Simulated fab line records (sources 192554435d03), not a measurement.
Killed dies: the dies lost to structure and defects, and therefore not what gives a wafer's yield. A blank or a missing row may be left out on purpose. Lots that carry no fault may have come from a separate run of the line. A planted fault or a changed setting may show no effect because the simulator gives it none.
Matching of chambers / flow n5-finfet / N5_BEOL_M12_DEP_53 on pecvd-03: 3 sister chambers
The step deposits SiCN from 3MS/NH3, target thk 30 nm, time 10.5 s. 3 wafers are shown with their chamber, then 11 later ones without.

## WAFERS, EACH WITH ITS CHAMBER
wafer=L087.4; chamber=0; throttle-valve-pct (%)=18.3
wafer=L087.5; chamber=1; throttle-valve-pct (%)=18.0
wafer=L088.2; chamber=2; throttle-valve-pct (%)=17.4

## WAFERS WITHOUT THEIR CHAMBER
wafer=L088.3; throttle-valve-pct (%)=18.5
wafer=L088.4; throttle-valve-pct (%)=18.5
wafer=L094.1; throttle-valve-pct (%)=18.2
wafer=L094.2; throttle-valve-pct (%)=17.6
wafer=L094.5; throttle-valve-pct (%)=17.9
wafer=L096.2; throttle-valve-pct (%)=17.7
wafer=L096.3; throttle-valve-pct (%)=18.1
wafer=L096.6; throttle-valve-pct (%)=18.2
wafer=L097.3; throttle-valve-pct (%)=18.7
wafer=L097.4; throttle-valve-pct (%)=17.8
wafer=L097.5; throttle-valve-pct (%)=18.0

## WHICH CHAMBER EACH ONE RAN IN
wafer=L088.3; from the rows above=can't be placed: 0 or 1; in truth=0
wafer=L088.4; from the rows above=can't be placed: 0 or 1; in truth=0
wafer=L094.1; from the rows above=can't be placed: 0 or 1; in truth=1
wafer=L094.2; from the rows above=can't be placed: 2 or 1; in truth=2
wafer=L094.5; from the rows above=can't be placed: 1 or 0 or 2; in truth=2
wafer=L096.2; from the rows above=can't be placed: 1 or 2 or 0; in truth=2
wafer=L096.3; from the rows above=can't be placed: 1 or 0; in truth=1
wafer=L096.6; from the rows above=can't be placed: 0 or 1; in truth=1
wafer=L097.3; from the rows above=can't be placed: 0 or 1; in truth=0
wafer=L097.4; from the rows above=can't be placed: 1 or 2 or 0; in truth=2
wafer=L097.5; from the rows above=can't be placed: 1 or 0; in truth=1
Correctly placed: 0 of 11. Unplaceable from these rows: 11, with the true chamber sitting among the candidates in 11. Wrongly placed: 0.
How it was worked out, from the rows above alone: a wafer's distance from a chamber is the root of the sum, over the readings, of the square of ((its reading less the chamber's mean) divided by the reading's scatter). The wafer belongs to the nearest chamber; if the next one is less than 2 further off, it can't be placed. Each chamber's mean is taken over the wafers shown for it. The scatter: root of mean squared gap, hidden wafer to nearest shown wafer, with one shown wafer a chamber.
